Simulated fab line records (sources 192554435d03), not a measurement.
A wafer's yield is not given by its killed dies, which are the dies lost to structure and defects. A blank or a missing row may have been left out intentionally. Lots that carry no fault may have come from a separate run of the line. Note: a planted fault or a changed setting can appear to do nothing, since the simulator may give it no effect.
Matching of chambers / flow n5Finfet / N5_GATE_CUT_ETCH_36 on rieDiel-06 has 4 sister chambers
The step etches SiARC in CF4, target depth 13 nm, time 21.7 s. 4 wafers are shown with their chamber, then 7 later ones without.

== WAFERS PAIRED WITH THEIR CHAMBERS ==
wafer=L346.3; chamber=3; showerheadPlenumPTorr (Torr)=2.26
wafer=L346.5; chamber=2; showerheadPlenumPTorr (Torr)=2.18
wafer=L347.1; chamber=0; showerheadPlenumPTorr (Torr)=2.11
wafer=L347.2; chamber=1; showerheadPlenumPTorr (Torr)=2.20

== WAFERS WHOSE CHAMBER IS MISSING ==
wafer=L347.6; showerheadPlenumPTorr (Torr)=2.26
wafer=L350.1; showerheadPlenumPTorr (Torr)=2.18
wafer=L350.3; showerheadPlenumPTorr (Torr)=2.19
wafer=L350.6; showerheadPlenumPTorr (Torr)=2.20
wafer=L364.1; showerheadPlenumPTorr (Torr)=2.19
wafer=L364.2; showerheadPlenumPTorr (Torr)=2.17
wafer=L364.6; showerheadPlenumPTorr (Torr)=2.17

== THE CHAMBER EACH PASSED THROUGH ==
wafer=L347.6; from the rows above=3; in truth=3
wafer=L350.1; from the rows above=2; in truth=2
wafer=L350.3; from the rows above=can't be placed: 2 or 1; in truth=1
wafer=L350.6; from the rows above=1; in truth=1
wafer=L364.1; from the rows above=can't be placed: 2 or 1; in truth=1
wafer=L364.2; from the rows above=2; in truth=2
wafer=L364.6; from the rows above=2; in truth=2
Placed correctly: 5 of 7. Can't be placed from these rows: 2 (the true chamber is among the candidates in 2). Wrongly placed: 0.
How it was worked out, from the rows above alone: a wafer's distance from a chamber is the root of the sum, over the readings, of the square of ((its reading less the chamber's mean) divided by the reading's scatter). The wafer belongs to the nearest chamber; if the next one is less than 2 further off, it can't be placed. Each chamber's mean is taken over the wafers shown for it. The scatter (one wafer shown for each chamber): square how far every hidden wafer sits from the nearest shown wafer, average those squares and take the square root.
